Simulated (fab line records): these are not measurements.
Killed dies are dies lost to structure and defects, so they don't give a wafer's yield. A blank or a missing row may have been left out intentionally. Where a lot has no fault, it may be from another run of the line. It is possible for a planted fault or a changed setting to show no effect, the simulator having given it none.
Which of the tools did it? ; flow nand_harc ; 12 lots, 36 wafers sampled, at 5 steps of a route of 1159

== WHAT EACH GAUGE READ, for each wafer ==
NHARC_THIN_TSV_CD_MEAS_16.
lot;measured;on;cd_nm (nm)
L825;day 19 00:40;cd_sem-03;1000.7 998.9 1000.2
L827;day 18 22:19;cd_sem-02;999.3 1000.2 1003.0
L826;day 19 01:59;cd_sem-02;998.8 997.2 995.8
L828;day 19 07:39;cd_sem-02;999.7 998.4 999.0
L832;day 20 14:45;cd_sem-02;999.5 1002.5 998.4
L838;day 21 17:24;cd_sem-02;998.0 997.8 1003.7
L837;day 22 11:55;cd_sem-02;1002.2 999.2 1001.3
L840;day 22 13:11;cd_sem-01;1000.0 997.2 997.1
L842;day 22 21:08;cd_sem-02;1002.4 999.4 999.3
L844;day 23 06:01;cd_sem-02;998.2 1001.1 1002.2
L845;day 24 04:41;cd_sem-01;1000.9 1002.6 1001.1
L848;day 24 18:34;cd_sem-01;1001.3 999.7 1003.0

NHARC_END_SORT_01.
lot;measured;on;defect_limited_yield (%);killed_at_array;killed_at_other;killed_at_periphery;killed_dies;killed_open;killed_short;sort_bin_2_pct (%);sort_bin_3_pct (%);sort_bin_4_pct (%);sort_n_pass;sort_rim_yield_pct (%);sort_yield_pct (%)
L825;day 19 12:20;prober-02;94.4 94.2 96.3;38 32 23;0 1 0;0 6 2;38 39 25;4 5 3;4 2 2;1.9 0.9 0.7;0.15 0.59 0;3.5 4.3 3.0;639 638 652;96.2 97.2 97.2;94.4 94.2 96.3
L827;day 19 12:20;prober-01;95.0 95.6 96.2;27 26 16;5 1 6;2 3 4;34 30 26;4 4 3;3 1 0;1.5 1.6 1.5;0.30 0.15 0.15;3.2 2.7 2.2;643 647 651;95.3 99.1 98.1;95.0 95.6 96.2
L826;day 19 20:08;prober-02;97.9 97.6 98.2;9 13 12;2 2 0;3 1 0;14 16 12;2 4 1;3 1 1;0.6 0.9 1.0;0 0.44 0.15;1.5 1.0 0.6;663 661 665;97.2 99.1 100.0;97.9 97.6 98.2
L828;day 20 05:33;prober-02;93.2 94.7 96.2;41 33 18;1 0 0;4 3 8;46 36 26;7 1 6;2 2 4;1.5 1.9 1.6;0.59 0.15 0.15;4.7 3.2 2.1;631 641 651;99.1 97.2 100.0;93.2 94.7 96.2
L832;day 21 05:57;prober-02;93.9 95.7 95.1;30 21 28;4 0 2;7 8 3;41 29 33;2 2 2;4 2 5;1.5 1.5 1.5;0.15 0 0.44;4.4 2.8 3.0;636 648 644;96.2 99.1 98.1;93.9 95.7 95.1
L838;day 22 11:03;prober-02;93.9 94.1 95.7;38 36 29;0 0 0;3 4 0;41 40 29;3 4 3;3 2 5;0.9 2.2 1.5;0.44 0.44 0.44;4.7 3.2 2.4;636 637 648;100.0 99.1 96.2;93.9 94.1 95.7
L837;day 23 02:02;prober-02;88.0 83.2 87.9;80 113 81;0 0 0;1 1 1;81 114 82;5 6 4;2 2 5;5.5 6.9 4.4;2.36 3.55 3.10;4.1 6.4 4.6;596 563 595;83.0 89.6 89.6;88.0 83.2 87.9
L840;day 23 02:01;prober-01;83.2 87.7 86.1;107 77 87;3 4 3;4 2 4;114 83 94;3 3 5;2 1 6;7.1 4.7 4.9;2.66 2.95 3.69;7.1 4.6 5.3;563 594 583;89.6 87.7 85.8;83.2 87.7 86.1
L842;day 23 13:19;prober-01;94.5 96.2 94.8;32 21 33;1 1 0;4 4 2;37 26 35;3 3 3;7 3 1;1.5 1.0 1.8;0.74 0.30 0.30;3.2 2.5 3.1;640 651 642;96.2 96.2 100.0;94.5 96.2 94.8
L844;day 23 20:45;prober-02;96.0 97.0 96.0;23 16 21;0 0 0;4 4 6;27 20 27;3 2 2;4 2 2;0.9 1.0 1.0;0.15 0.30 0.30;3.0 1.6 2.7;650 657 650;97.2 98.1 98.1;96.0 97.0 96.0
L845;day 24 20:11;prober-01;95.7 95.3 95.1;27 28 31;0 0 0;2 4 2;29 32 33;3 2 3;1 2 1;1.2 1.0 1.8;0.30 0.15 0.30;2.8 3.5 2.8;648 645 644;99.1 97.2 99.1;95.7 95.3 95.1
L848;day 25 06:27;prober-02;92.9 93.8 94.1;41 39 37;1 0 1;6 3 2;48 42 40;5 6 5;0 0 1;2.1 1.8 2.2;0.44 0.30 0.30;4.6 4.1 3.4;629 635 637;98.1 96.2 98.1;92.9 93.8 94.1

== WHICH TOOL RAN EACH LOT (tool, then ch and the chambers of the sampled wafers, then the start) ==
lot;NHARC_A_M1_PRE_CLEAN_32;NHARC_THIN_TSV_ETCHBACK_48;NHARC_THIN_TSV_ETCH_36
L825;pecvd-04 ch 0,1, day 17 23:38;rie_diel-01 ch 1,3, day 19 01:58;rie_metal-03 ch 0,1, day 19 06:11
L827;pecvd-01 ch 0,1, day 18 03:59;rie_diel-01 ch 0,1,3, day 18 23:50;rie_metal-01 ch 0,1, day 19 03:59
L826;pecvd-03 ch 0,1,2, day 18 04:50;rie_diel-13 ch 1,2,3, day 19 03:15;rie_metal-01 ch 0,1, day 19 07:28
L828;pecvd-04 ch 1,2, day 18 11:21;rie_diel-06 ch 0,1,2, day 19 09:04;rie_metal-01 ch 0, day 19 13:17
L832;pecvd-03 ch 0,1, day 19 20:46;rie_diel-01 ch 0,1,3, day 20 16:02;rie_metal-03 ch 0,1, day 20 20:17
L838;pecvd-04 ch 1,2, day 20 22:11;rie_diel-13 ch 0,1, day 21 18:43;rie_metal-01 ch 1, day 21 23:12
L837;pecvd-01 ch 0,1,2, day 21 16:29;rie_diel-01 ch 2,3, day 22 13:11;rie_metal-02 ch 0,1, day 22 17:38
L840;pecvd-01 ch 0,2, day 21 17:26;rie_diel-06 ch 2,3, day 22 14:29;rie_metal-01 ch 0,1, day 22 18:53
L842;pecvd-03 ch 0,1, day 21 23:44;rie_diel-06 ch 0,1,2, day 22 22:39;rie_metal-03 ch 0,1, day 23 02:44
L844;pecvd-03 ch 0,1,2, day 22 08:23;rie_diel-01 ch 2,3, day 23 07:19;rie_metal-02 ch 0,1, day 23 11:34
L845;pecvd-04 ch 0,1, day 23 10:43;rie_diel-01 ch 1,3, day 24 05:59;rie_metal-03 ch 0,1, day 24 10:11
L848;pecvd-04 ch 0,2, day 23 22:10;rie_diel-06 ch 0,1,2, day 24 19:56;rie_metal-01 ch 0,1, day 25 00:12
- NHARC_A_M1_PRE_CLEAN_32: time 12 s.
- NHARC_THIN_TSV_ETCHBACK_48: etches the open film in C4F8/Ar, target depth 1028.5 nm, time 405.17 s.
- NHARC_THIN_TSV_ETCH_36: etches the open film in Cl2/BCl3, target depth 65 nm, time 18.571 s.

== WHAT THE TOOLS THEMSELVES READ (means of the sampled wafers that have a number; where no wafer has one, the mark that the record gives instead) ==
NHARC_A_M1_PRE_CLEAN_32.
lot;tool;heater_power_w (W)
L825;pecvd-04;675
L827;pecvd-01;628
L826;pecvd-03;625
L828;pecvd-04;635
L832;pecvd-03;650
L838;pecvd-04;637
L837;pecvd-01;574
L840;pecvd-01;642
L842;pecvd-03;579
L844;pecvd-03;568
L845;pecvd-04;712
L848;pecvd-04;715

NHARC_THIN_TSV_ETCHBACK_48.
lot;tool;oes_product_au (a.u.);rf_vpp_V (V)
L825;rie_diel-01;0.91;547.3
L827;rie_diel-01;0.92;546.2
L826;rie_diel-13;0.93;545.1
L828;rie_diel-06;1.01;546.1
L832;rie_diel-01;0.92;545.2
L838;rie_diel-13;0.93;543.1
L837;rie_diel-01;1.00;548.1
L840;rie_diel-06;1.00;542.7
L842;rie_diel-06;0.94;546.6
L844;rie_diel-01;1.01;548.3
L845;rie_diel-01;0.93;547.2
L848;rie_diel-06;0.98;545.8

NHARC_THIN_TSV_ETCH_36.
lot;tool;drypump_motor_current_A (A);he_backside_leak_sccm (sccm);oes_product_au (a.u.)
L825;rie_metal-03;5.33;3.55;1.018
L827;rie_metal-01;5.60;3.60;0.990
L826;rie_metal-01;5.55;3.58;0.989
L828;rie_metal-01;5.61;3.56;0.994
L832;rie_metal-03;5.33;3.63;1.018
L838;rie_metal-01;5.48;3.83;0.994
L837;rie_metal-02;5.60;3.20;1.011
L840;rie_metal-01;5.58;3.56;1.025
L842;rie_metal-03;5.33;3.48;1.017
L844;rie_metal-02;5.69;3.32;1.012
L845;rie_metal-03;5.33;3.59;1.019
L848;rie_metal-01;5.55;3.40;1.008

== THE ANSWER, worked out from the rows above alone ==
Rule: the lots themselves supply what counts as usual. Put in order of their means at a reading, lots are off if they are a third of the lots or fewer, leave a main group of 4 or more, and stand apart from it by a gap of 3 or more times the standard deviation of the main group's means; of several such gaps the widest counts. If all means in a main group match to the digits the tables above print for the reading, that group is not used. A lot without any number at a reading at which 4 lots or more have one is off too. The other lots that the step has rows for count as sound. First the gauges in route order, then the tools' own readings, where a lot's mean is used as printed above. At the first step where some lot is off, the reading lying furthest off is the one used; lots without a number count as furthest.
Off at NHARC_END_SORT_01 (sort_bin_3_pct): L837, L840. The main group has a mean of 0.29 % with a standard deviation of 0.09.
A tool fits if, at a process step before that reading, it ran every lot that is off, and no sound lot after the first of them. Gauges at NHARC_END_SORT_01: tried the same way as those tools. One fits: pecvd-01 at NHARC_A_M1_PRE_CLEAN_32. A fault onset in the window from L827 (day 18 03:59, its last sound lot) to L837 (day 21 16:29, its first lot off) fits.

== WHAT WAS PUT IN BY THE SIMULATOR ==
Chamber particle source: pecvd-01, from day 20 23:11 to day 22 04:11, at NHARC_A_M1_PRE_CLEAN_32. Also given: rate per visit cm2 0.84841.
Shown lots that were struck: L837, L840. Same finding as the rule above.
